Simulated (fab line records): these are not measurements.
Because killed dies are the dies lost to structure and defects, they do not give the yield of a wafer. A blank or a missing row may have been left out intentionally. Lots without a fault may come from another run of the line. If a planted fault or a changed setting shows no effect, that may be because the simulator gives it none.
Comparing a struck lot with a sound one :: flow n5Finfet :: 36 out of 1938 route steps
Sound: these wafers, L277.1, L277.4, L277.6. Struck: wafer L272.3. (L272.5 of the same lot was not struck and is left out.) The cause comes at the end.
Order at every step that has rows: each side's tool, ch and its chambers, its first start. Under that, the readings that differ: sound wafers :: struck wafers :: difference of the means :: sigmas: that difference in standard deviations of wafers without a fault.
alike: readings with means less than 2 such deviations apart, plus words and numbers identical on both sides. not compared: withheld readings, readings lacking a value on some wafer, bounds such as >300 that could conceal the same value, and numbers that have no deviation in the record and whose values overlap.
The two part at a step that has a row with sigmas, a row that says differs or no value, or rows on one side only. When numbers do not overlap yet have no deviation, they are printed without sigmas and do not part them. A reading missing from all wafers of one side parts the sides only when that side holds two or more wafers.

first, 9 steps without rows for these wafers: N5_SD_EPI_N_DEVELOP_08 (develop time 30 s); N5_SD_EPI_N_DESCUM_14 (chemistry O2, time 7.9 s); N5_SD_EPI_N_ETCH_34 (etches SiARC in CF4, target depth 45.5 nm, time 75.8 s); N5_SD_EPI_N_ETCH_35 (etches SOC in N2/H2, overetch 108 nm, time 486 s); N5_SD_EPI_N_STRIP_36 (strips in N2/H2); N5_SD_EPI_N_ETCHBACK_44 (etches SiNx in CH3F/O2, stops on SiO2, target depth 14.5 nm); N5_SD_EPI_N_ETCH_45 (etches SiOCN in CH3F/O2, target depth 6 nm); N5_SD_EPI_N_ETCH_16 (etches SiO2 in CHF3/O2, target depth 5 nm); N5_SD_EPI_N_STRIP_47 (strips in CHF3/O2).
N5_SD_EPI_N_SD_RECESS_17: chemistry HBr/Cl2/O2, target depth 41 nm, time 23.7 s, bt time 3 s.
  sound on rieSi-05 ch 0,3, day 8 10:02; struck on rieSi-04 ch 1, day 7 01:58
reading: oesProductAu (a.u.)
sound: 1.009 1.030 0.993
struck: 0.898
difference: -0.113
sigmas: -7

reading: model.Si_of_WELL_APT_EPI_41.thkNm (nm)
sound: 9.4 10.2 10.6
struck: 27.2
difference: +17.1
sigmas: 

reading: model.etch.depthNm (nm)
sound: 40.87 40.63 40.27
struck: 22.77
difference: -17.82
sigmas: 

reading: model.SD_EPI_N.featureDepthNm (nm)
sound: 40.8 40.6 40.2
struck: 22.8
difference: -17.7
sigmas: 
  alike: HBr_flow_sccm, drypumpMotorCurrentA, throttleValvePct
  not compared: rfHoursCounterH
then, 2 steps without rows for these wafers: N5_SD_EPI_N_STRIP_38 (strips in N2/H2); N5_SD_EPI_N_WET_ETCH_43 (etches SiO2 in dHF, time 14 s, target depth 1.5 nm).
N5_SD_EPI_N_STRIP_18: strips in SPM, time 750 s.
  sound on wetBench-02 ch 0,6,7, day 8 10:14; struck on wetBench-03 ch 4, day 7 02:10
reading: model.Si_of_WELL_APT_EPI_41.thkNm (nm)
sound: 9 9.8 10.2
struck: 26.8
difference: +17.1
sigmas: 
then, 21 steps without rows for these wafers: N5_SD_EPI_N_SRD_20 (time 30 s); N5_SD_EPI_N_PRECLEAN_48 (cleans in NF3:NH3, afs cycles 2, time 20 s, sublimation time 60 s); N5_SD_EPI_N_VAPOR_ETCH_50 (etches Si in HCl, time 54 s); N5_SD_EPI_N_EPI_21 (deposits Si:P, time 690 s); N5_SD_EPI_N_PRECLEAN_24 (cleans in O3/DIW, time 60 s); N5_SD_EPI_N_SRD_25 (time 30 s); N5_SD_EPI_N_PRECLEAN_49 (cleans in NF3:NH3, afs cycles 1, time 20 s, sublimation time 60 s); N5_SD_EPI_N_LINER_46 (material SiNx, target thk 3 nm); N5_SD_EPI_P_COAT_34 (time 60 s, resist thk 350 nm); N5_SD_EPI_P_COAT_35 (time 60 s, resist thk 35 nm); N5_SD_EPI_P_COAT_03 (resist thk 150 nm); N5_SD_EPI_P_EBR_05; N5_SD_EPI_P_SOFTBAKE_04 (time 60 s); N5_SD_EPI_P_EXPOSE_06 (exposes mask SD P BLK, target cd 240 nm); N5_SD_EPI_P_PEB_07 (peb time 60 s); N5_SD_EPI_P_DEVELOP_08 (develop time 30 s); N5_SD_EPI_P_DESCUM_14 (chemistry O2, time 7.9 s); N5_SD_EPI_P_ETCH_36 (etches SiARC in CF4, target depth 45.5 nm, time 75.8 s); N5_SD_EPI_P_ETCH_37 (etches SOC in N2/H2, overetch 108 nm, time 486 s); N5_SD_EPI_P_STRIP_38 (strips in N2/H2); N5_SD_EPI_P_ETCHBACK_46 (etches SiNx in CH3F/O2, stops on SiO2, target depth 17.5 nm).
-- the record jumps here: 5 days lie between the struck wafers' starts before and after (it left off in module SD_EPI_P and takes up again in module BEOL_M4, whose first step shown is number 1111 of the route) --
N5_BEOL_M4_RC_MEAS_101:
  sound on prober-02 ch 0, day 13 06:05; struck on prober-01 ch 0, day 11 23:05
reading: CJ_N
sound: 4.18 4.15 4.12
struck: 2.56
difference: -1.59
sigmas: -18

reading: DIBL_N (mV/V)
sound: 35.7 35.1 36.3
struck: 30.3
difference: -5.4
sigmas: -4

reading: IOFF_N (nA/um)
sound: 0.154 0.143 0.161
struck: 0.079
difference: -0.074
sigmas: -3

reading: IOFF_N_85C (nA/um)
sound: 3.0 2.8 3.1
struck: 1.8
difference: -1.2
sigmas: -3

reading: IOFF_N_LIN (nA/um)
sound: 0.070 0.066 0.072
struck: 0.043
difference: -0.026
sigmas: -3

reading: ION_N (uA/um)
sound: 671 666 665
struck: 517
difference: -150
sigmas: -17

reading: REXT_N (ohm.um)
sound: 76.3 75.5 76.2
struck: 90.8
difference: +14.8
sigmas: +10

reading: VT_N (mV)
sound: 247.2 251.1 249.2
struck: 262.0
difference: +12.8
sigmas: +5

reading: VT_N_LVT (mV)
sound: 101.3 102.3 101.1
struck: 110.2
difference: +8.6
sigmas: +3
  alike: DIBL_P, IOFF_P, ION_P, SS_N, SS_P, VT_P
-- the record jumps here: 4 days lie between the struck wafers' starts before and after (it left off in module BEOL_M4 and takes up again in module PASSIVATION, whose first step shown is number 1936 of the route) --
N5_PASSIVATION_PROBE_49:
  struck on prober-02, day 16 01:46; sound on prober-01, day 17 05:07
reading: sort_bin_8_speed (%)
sound: 0 0 0
struck: 90.85
difference: +90.85
sigmas: +99 or more

reading: sortNPass
sound: 1083 1083 1074
struck: 0
difference: -1080
sigmas: -60

reading: sortYieldPct (%)
sound: 91.8 91.8 91.0
struck: 0
difference: -92
sigmas: -61
  alike: defectLimitedYield, killed_at_M0_to_M3, killed_at_M4_up, killedAtContacts, killedAtFrontEnd, killedAtOther, killedDies, killedOpen, killedShort, sort_bin_5_function, sort_bin_6_memory

## WHERE THEY PART
Last at N5_PASSIVATION_PROBE_49 as far as this record goes, first at N5_SD_EPI_N_SD_RECESS_17.

WHY: what had been put in by the simulator
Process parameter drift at N5_SD_EPI_N_SD_RECESS_17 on rieSi-04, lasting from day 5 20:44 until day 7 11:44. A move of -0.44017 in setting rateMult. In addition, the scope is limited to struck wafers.
